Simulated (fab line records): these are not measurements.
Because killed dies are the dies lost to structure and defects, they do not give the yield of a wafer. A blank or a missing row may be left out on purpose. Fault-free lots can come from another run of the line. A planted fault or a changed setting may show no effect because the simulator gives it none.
Which tool is to blame? || flow n5-finfet || 8 lots, 24 wafers sampled, at 6 steps of a route of 1938

## WHAT THE GAUGES SHOWED, per wafer
N5_BEOL_M4_RC_MEAS_101. Usual: DIBL_N 37.1 mV/V, standard deviation 2.6; DIBL_P 38 mV/V, standard deviation 3; IOFF_N 0.18 nA/um, standard deviation 0.052; IOFF_P 0.25 nA/um, standard deviation 0.06; ION_N 678 uA/um, standard deviation 15; ION_P 467 uA/um, standard deviation 8.6; SS_N 71.7 mV/dec, standard deviation 0.73; SS_P 73.7 mV/dec, standard deviation 0.89; VT_N 249 mV, standard deviation 4.3; VT_P -248 mV, standard deviation 3.8.
{"lot": "L594", "measured": "day 10 15:06", "on": "prober-01", "DIBL_N (mV/V)": "33.4 32.1 32.3", "DIBL_P (mV/V)": "34 32 33", "IOFF_N (nA/um)": "0.13 0.12 0.10", "IOFF_P (nA/um)": "0.20 0.16 0.17", "ION_N (uA/um)": "648 659 648", "ION_P (uA/um)": "455 458 454", "SS_N (mV/dec)": "72.0 70.9 70.4", "SS_P (mV/dec)": "72.2 71.6 71.5", "VT_N (mV)": "254 253 260", "VT_P (mV)": "-247 -252 -251", "flag": ""}
{"lot": "L596", "measured": "day 11 05:18", "on": "prober-02", "DIBL_N (mV/V)": "36.0 36.3 36.3", "DIBL_P (mV/V)": "34 36 35", "IOFF_N (nA/um)": "0.14 0.17 0.15", "IOFF_P (nA/um)": "0.20 0.24 0.24", "ION_N (uA/um)": "676 692 691", "ION_P (uA/um)": "465 472 474", "SS_N (mV/dec)": "71.2 71.6 71.2", "SS_P (mV/dec)": "72.9 73.4 72.7", "VT_N (mV)": "248 244 249", "VT_P (mV)": "-250 -246 -248", "flag": ""}
{"lot": "L597", "measured": "day 11 17:44", "on": "prober-01", "DIBL_N (mV/V)": "37.3 36.6 36.6", "DIBL_P (mV/V)": "39 36 38", "IOFF_N (nA/um)": "0.21 0.16 0.18", "IOFF_P (nA/um)": "0.29 0.23 0.29", "ION_N (uA/um)": "708 683 682", "ION_P (uA/um)": "478 467 476", "SS_N (mV/dec)": "71.3 72.1 70.9", "SS_P (mV/dec)": "74.5 73.8 74.0", "VT_N (mV)": "242 248 243", "VT_P (mV)": "-242 -246 -243", "flag": ""}
{"lot": "L608", "measured": "day 14 04:21", "on": "prober-02", "DIBL_N (mV/V)": "38.4 38.2 38.4", "DIBL_P (mV/V)": "40 39 41", "IOFF_N (nA/um)": "0.22 0.21 0.22", "IOFF_P (nA/um)": "0.28 0.25 0.30", "ION_N (uA/um)": "711 687 685", "ION_P (uA/um)": "479 465 471", "SS_N (mV/dec)": "72.2 71.8 72.6", "SS_P (mV/dec)": "73.7 73.8 74.4", "VT_N (mV)": "246 247 246", "VT_P (mV)": "-248 -250 -246", "flag": ""}
{"lot": "L610", "measured": "day 15 06:35", "on": "prober-01", "DIBL_N (mV/V)": "38.9 38.1 40.2", "DIBL_P (mV/V)": "39 40 41", "IOFF_N (nA/um)": "0.21 0.19 0.25", "IOFF_P (nA/um)": "0.29 0.34 0.35", "ION_N (uA/um)": "685 683 692", "ION_P (uA/um)": "470 478 478", "SS_N (mV/dec)": "72.4 72.1 72.4", "SS_P (mV/dec)": "73.9 73.0 74.0", "VT_N (mV)": "247 246 243", "VT_P (mV)": "-243 -242 -241", "flag": ""}
{"lot": "L613", "measured": "day 15 12:39", "on": "prober-01", "DIBL_N (mV/V)": "35.4 36.7 35.1", "DIBL_P (mV/V)": "38 39 38", "IOFF_N (nA/um)": "0.15 0.18 0.15", "IOFF_P (nA/um)": "0.20 0.22 0.21", "ION_N (uA/um)": "669 688 669", "ION_P (uA/um)": "457 465 460", "SS_N (mV/dec)": "71.1 71.8 71.3", "SS_P (mV/dec)": "73.4 73.7 73.4", "VT_N (mV)": "253 246 251", "VT_P (mV)": "-252 -252 -251", "flag": ""}
{"lot": "L616", "measured": "day 16 07:49", "on": "prober-02", "DIBL_N (mV/V)": "36.5 37.0 38.3", "DIBL_P (mV/V)": "39 39 41", "IOFF_N (nA/um)": "0.19 0.19 0.23", "IOFF_P (nA/um)": "0.26 0.26 0.30", "ION_N (uA/um)": "704 674 700", "ION_P (uA/um)": "484 462 477", "SS_N (mV/dec)": "71.2 72.0 71.3", "SS_P (mV/dec)": "74.6 73.8 74.7", "VT_N (mV)": "244 248 245", "VT_P (mV)": "-243 -248 -248", "flag": ""}
{"lot": "L617", "measured": "day 16 15:21", "on": "prober-02", "DIBL_N (mV/V)": "39.7 40.2 38.0", "DIBL_P (mV/V)": "42 42 39", "IOFF_N (nA/um)": "0.26 0.25 0.22", "IOFF_P (nA/um)": "0.32 0.33 0.26", "ION_N (uA/um)": "694 682 681", "ION_P (uA/um)": "474 475 466", "SS_N (mV/dec)": "72.8 72.6 72.4", "SS_P (mV/dec)": "75.2 74.5 74.2", "VT_N (mV)": "241 246 245", "VT_P (mV)": "-245 -245 -246", "flag": ""}

N5_BEOL_M12_OCD_MEAS_35. Usual: trench-depth-nm 317 nm, standard deviation 5.7.
{"lot": "L594", "measured": "day 13 16:47", "on": "ocd-02", "trench-depth-nm (nm)": "321 313 324", "flag": ""}
{"lot": "L596", "measured": "day 14 00:26", "on": "ocd-01", "trench-depth-nm (nm)": "313 319 311", "flag": ""}
{"lot": "L597", "measured": "day 14 06:41", "on": "ocd-01", "trench-depth-nm (nm)": "319 310 321", "flag": ""}
{"lot": "L608", "measured": "day 17 00:43", "on": "ocd-02", "trench-depth-nm (nm)": "320 319 320", "flag": ""}
{"lot": "L610", "measured": "day 18 05:20", "on": "ocd-01", "trench-depth-nm (nm)": "321 315 322", "flag": ""}
{"lot": "L613", "measured": "day 18 12:09", "on": "ocd-02", "trench-depth-nm (nm)": "313 321 313", "flag": ""}
{"lot": "L616", "measured": "day 19 07:54", "on": "ocd-02", "trench-depth-nm (nm)": "317 311 313", "flag": ""}
{"lot": "L617", "measured": "day 19 06:37", "on": "ocd-02", "trench-depth-nm (nm)": "324 319 316", "flag": ""}

N5_BEOL_M13_THK_MEAS_01. Usual: M13_ILD_THK gives 838 nm (standard deviation 10).
{"lot": "L594", "measured": "day 13 19:04", "on": "film-metro-02", "M13_ILD_THK (nm)": "839 838 842", "flag": ""}
{"lot": "L596", "measured": "day 14 04:20", "on": "film-metro-02", "M13_ILD_THK (nm)": "861 339 322", "flag": "OFF"}
{"lot": "L597", "measured": "day 14 12:38", "on": "film-metro-02", "M13_ILD_THK (nm)": "846 853 847", "flag": ""}
{"lot": "L608", "measured": "day 17 04:55", "on": "film-metro-02", "M13_ILD_THK (nm)": "828 840 835", "flag": ""}
{"lot": "L610", "measured": "day 18 07:53", "on": "film-metro-01", "M13_ILD_THK (nm)": "831 857 846", "flag": ""}
{"lot": "L613", "measured": "day 18 14:02", "on": "film-metro-01", "M13_ILD_THK (nm)": "830 833 845", "flag": ""}
{"lot": "L616", "measured": "day 19 09:47", "on": "film-metro-02", "M13_ILD_THK (nm)": "826 830 839", "flag": ""}
{"lot": "L617", "measured": "day 19 09:09", "on": "film-metro-01", "M13_ILD_THK (nm)": "824 823 831", "flag": ""}

## TOOL THAT RAN EACH LOT (tool first, then ch and the chambers of the sampled wafers, then the start)
{"lot": "L594", "N5_BEOL_M12_ETCH_68": "rie-diel-04 ch 0,1,2, day 13 16:27", "N5_BEOL_M12_SPUTTER_43": "pvd-sputter-01, day 13 17:42", "N5_BEOL_M13_ILD_DEP_00": "pecvd-02 ch 0,1,2, day 13 18:55"}
{"lot": "L596", "N5_BEOL_M12_ETCH_68": "rie-diel-04 ch 0,1,2, day 14 00:06", "N5_BEOL_M12_SPUTTER_43": "pvd-sputter-01, day 14 02:55", "N5_BEOL_M13_ILD_DEP_00": "pecvd-02 ch 1,2, day 14 04:11"}
{"lot": "L597", "N5_BEOL_M12_ETCH_68": "rie-diel-04 ch 1,2, day 14 06:22", "N5_BEOL_M12_SPUTTER_43": "pvd-sputter-02, day 14 11:16", "N5_BEOL_M13_ILD_DEP_00": "pecvd-04 ch 0,1,2, day 14 12:29"}
{"lot": "L608", "N5_BEOL_M12_ETCH_68": "rie-diel-05 ch 0,1, day 17 00:22", "N5_BEOL_M12_SPUTTER_43": "pvd-sputter-02, day 17 03:33", "N5_BEOL_M13_ILD_DEP_00": "pecvd-03 ch 1,2, day 17 04:46"}
{"lot": "L610", "N5_BEOL_M12_ETCH_68": "rie-diel-04 ch 0,1,2, day 18 04:59", "N5_BEOL_M12_SPUTTER_43": "pvd-sputter-01, day 18 06:31", "N5_BEOL_M13_ILD_DEP_00": "pecvd-02 ch 0,1, day 18 07:44"}
{"lot": "L613", "N5_BEOL_M12_ETCH_68": "rie-diel-04 ch 1,2, day 18 11:49", "N5_BEOL_M12_SPUTTER_43": "pvd-sputter-01, day 18 12:40", "N5_BEOL_M13_ILD_DEP_00": "pecvd-02 ch 0,1,2, day 18 13:53"}
{"lot": "L616", "N5_BEOL_M12_ETCH_68": "rie-diel-05 ch 1,2,3, day 19 07:34", "N5_BEOL_M12_SPUTTER_43": "pvd-sputter-03, day 19 08:26", "N5_BEOL_M13_ILD_DEP_00": "pecvd-02 ch 0,1,2, day 19 09:38"}
{"lot": "L617", "N5_BEOL_M12_ETCH_68": "rie-diel-01 ch 0,2, day 19 06:17", "N5_BEOL_M12_SPUTTER_43": "pvd-sputter-01, day 19 07:48", "N5_BEOL_M13_ILD_DEP_00": "pecvd-02 ch 1,2, day 19 09:00"}
- N5_BEOL_M12_ETCH_68: etches SOC in N2/H2, time 285 s.
- N5_BEOL_M12_SPUTTER_43: material TaN, target thk 15 nm, time 24.19 s.
- N5_BEOL_M13_ILD_DEP_00: deposits SiOC from DEMS/O2, target thk 837.92 nm, time 166.4 s.

## WHAT THE TOOLS THEMSELVES READ (means of the sampled wafers that have a number; where no wafer has one, the mark that the record gives instead)
N5_BEOL_M12_ETCH_68. Usual: drypump-motor-current-A 5.6 A, standard deviation 0.55; oes-product-au 0.80 a.u., standard deviation 0.083; rf-fwd-power-W 2991 W, standard deviation 10; rf-vpp-V 523.7 V, standard deviation 2.1; showerhead-plenum-p-Torr 2.54 Torr, standard deviation 0.078; throttle-valve-pct 17.54 %, standard deviation 0.3.
{"lot": "L594", "tool": "rie-diel-04", "drypump-motor-current-A (A)": 5.7, "oes-product-au (a.u.)": 0.83, "rf-fwd-power-W (W)": 2987, "rf-vpp-V (V)": 523.4, "showerhead-plenum-p-Torr (Torr)": 2.53, "throttle-valve-pct (%)": 17.51, "flag": ""}
{"lot": "L596", "tool": "rie-diel-04", "drypump-motor-current-A (A)": 5.7, "oes-product-au (a.u.)": 0.82, "rf-fwd-power-W (W)": 2989, "rf-vpp-V (V)": 523.9, "showerhead-plenum-p-Torr (Torr)": 2.53, "throttle-valve-pct (%)": 17.52, "flag": ""}
{"lot": "L597", "tool": "rie-diel-04", "drypump-motor-current-A (A)": 5.9, "oes-product-au (a.u.)": 0.78, "rf-fwd-power-W (W)": 3001, "rf-vpp-V (V)": 524.7, "showerhead-plenum-p-Torr (Torr)": 2.57, "throttle-valve-pct (%)": 17.79, "flag": ""}
{"lot": "L608", "tool": "rie-diel-05", "drypump-motor-current-A (A)": 5.7, "oes-product-au (a.u.)": 0.76, "rf-fwd-power-W (W)": 2989, "rf-vpp-V (V)": 522.6, "showerhead-plenum-p-Torr (Torr)": 2.51, "throttle-valve-pct (%)": 17.59, "flag": ""}
{"lot": "L610", "tool": "rie-diel-04", "drypump-motor-current-A (A)": 5.7, "oes-product-au (a.u.)": 0.78, "rf-fwd-power-W (W)": 2987, "rf-vpp-V (V)": 523.3, "showerhead-plenum-p-Torr (Torr)": 2.51, "throttle-valve-pct (%)": 17.58, "flag": ""}
{"lot": "L613", "tool": "rie-diel-04", "drypump-motor-current-A (A)": 5.4, "oes-product-au (a.u.)": 0.72, "rf-fwd-power-W (W)": 2984, "rf-vpp-V (V)": 523.3, "showerhead-plenum-p-Torr (Torr)": 2.54, "throttle-valve-pct (%)": 17.70, "flag": ""}
{"lot": "L616", "tool": "rie-diel-05", "drypump-motor-current-A (A)": 5.7, "oes-product-au (a.u.)": 0.76, "rf-fwd-power-W (W)": 2988, "rf-vpp-V (V)": 520.8, "showerhead-plenum-p-Torr (Torr)": 2.47, "throttle-valve-pct (%)": 17.56, "flag": ""}
{"lot": "L617", "tool": "rie-diel-01", "drypump-motor-current-A (A)": 5.3, "oes-product-au (a.u.)": 0.85, "rf-fwd-power-W (W)": 2990, "rf-vpp-V (V)": 526.3, "showerhead-plenum-p-Torr (Torr)": 2.62, "throttle-valve-pct (%)": 17.33, "flag": ""}

N5_BEOL_M12_SPUTTER_43. Usual: throttle-valve-pct 30.4 %, standard deviation 0.64.
{"lot": "L594", "tool": "pvd-sputter-01", "throttle-valve-pct (%)": 30.6, "flag": ""}
{"lot": "L596", "tool": "pvd-sputter-01", "throttle-valve-pct (%)": 30.7, "flag": ""}
{"lot": "L597", "tool": "pvd-sputter-02", "throttle-valve-pct (%)": 30.0, "flag": ""}
{"lot": "L608", "tool": "pvd-sputter-02", "throttle-valve-pct (%)": 30.2, "flag": ""}
{"lot": "L610", "tool": "pvd-sputter-01", "throttle-valve-pct (%)": 30.2, "flag": ""}
{"lot": "L613", "tool": "pvd-sputter-01", "throttle-valve-pct (%)": 30.3, "flag": ""}
{"lot": "L616", "tool": "pvd-sputter-03", "throttle-valve-pct (%)": 30.7, "flag": ""}
{"lot": "L617", "tool": "pvd-sputter-01", "throttle-valve-pct (%)": 30.3, "flag": ""}

N5_BEOL_M13_ILD_DEP_00. Usual: heater-power-w 469 W, standard deviation 75; rf-fwd-power-W 498.4 W, standard deviation 1.8; run-length-s 211.2 s, standard deviation 0.52; showerhead-plenum-p-Torr 5.693 Torr, standard deviation 0.012; showerhead-vpp-V 1395 V, standard deviation 58; throttle-valve-pct 11.8 %, standard deviation 0.81.
{"lot": "L594", "tool": "pecvd-02", "heater-power-w (W)": 419, "rf-fwd-power-W (W)": 496.9, "run-length-s (s)": 211.3, "showerhead-plenum-p-Torr (Torr)": 5.684, "showerhead-vpp-V (V)": 1413, "throttle-valve-pct (%)": 11.7, "flag": ""}
{"lot": "L596", "tool": "pecvd-02", "heater-power-w (W)": 398, "rf-fwd-power-W (W)": 500.8, "run-length-s (s)": 141.5, "showerhead-plenum-p-Torr (Torr)": 5.695, "showerhead-vpp-V (V)": 1366, "throttle-valve-pct (%)": 11.2, "flag": "OFF"}
{"lot": "L597", "tool": "pecvd-04", "heater-power-w (W)": 502, "rf-fwd-power-W (W)": 498.5, "run-length-s (s)": 211.3, "showerhead-plenum-p-Torr (Torr)": 5.699, "showerhead-vpp-V (V)": 1369, "throttle-valve-pct (%)": 12.2, "flag": ""}
{"lot": "L608", "tool": "pecvd-03", "heater-power-w (W)": 475, "rf-fwd-power-W (W)": 496.6, "run-length-s (s)": 211.4, "showerhead-plenum-p-Torr (Torr)": 5.678, "showerhead-vpp-V (V)": 1459, "throttle-valve-pct (%)": 11.3, "flag": ""}
{"lot": "L610", "tool": "pecvd-02", "heater-power-w (W)": 486, "rf-fwd-power-W (W)": 499.8, "run-length-s (s)": 211.3, "showerhead-plenum-p-Torr (Torr)": 5.696, "showerhead-vpp-V (V)": 1452, "throttle-valve-pct (%)": 11.9, "flag": ""}
{"lot": "L613", "tool": "pecvd-02", "heater-power-w (W)": 443, "rf-fwd-power-W (W)": 498.9, "run-length-s (s)": 211.5, "showerhead-plenum-p-Torr (Torr)": 5.702, "showerhead-vpp-V (V)": 1408, "throttle-valve-pct (%)": 11.6, "flag": ""}
{"lot": "L616", "tool": "pecvd-02", "heater-power-w (W)": 459, "rf-fwd-power-W (W)": 499.9, "run-length-s (s)": 211.2, "showerhead-plenum-p-Torr (Torr)": 5.691, "showerhead-vpp-V (V)": 1403, "throttle-valve-pct (%)": 11.5, "flag": ""}
{"lot": "L617", "tool": "pecvd-02", "heater-power-w (W)": 452, "rf-fwd-power-W (W)": 498.3, "run-length-s (s)": 211.6, "showerhead-plenum-p-Torr (Torr)": 5.690, "showerhead-vpp-V (V)": 1421, "throttle-valve-pct (%)": 11.7, "flag": ""}

## THE ANSWER, worked out from the rows above alone
Rule: a lot is off if the mean of its wafers that have a number lies more than 3 standard deviations from the usual mean. Also off: a lot with no number at a reading for which 4 or more lots have one. Any other lot the step has rows for is counted as sound. After the gauges, taken in route order, come the tools' own readings; for these a lot's mean is taken, as printed above. The first step at which some lot is off is used, and at that step the reading that is off furthest; a lot without a number counts as furthest.
Off: L596, at N5_BEOL_M13_THK_MEAS_01 (M13_ILD_THK).
If a tool, at a process step before that reading, ran all the lots that are off and no sound lot after the first of them, it fits. Not tried: the gauges at N5_BEOL_M13_THK_MEAS_01; whatever is off there is also off at N5_BEOL_M13_ILD_DEP_00, on other tools, and gauge error can't account for it. No candidate that was tried fits.

## WHAT WAS PUT IN BY THE SIMULATOR
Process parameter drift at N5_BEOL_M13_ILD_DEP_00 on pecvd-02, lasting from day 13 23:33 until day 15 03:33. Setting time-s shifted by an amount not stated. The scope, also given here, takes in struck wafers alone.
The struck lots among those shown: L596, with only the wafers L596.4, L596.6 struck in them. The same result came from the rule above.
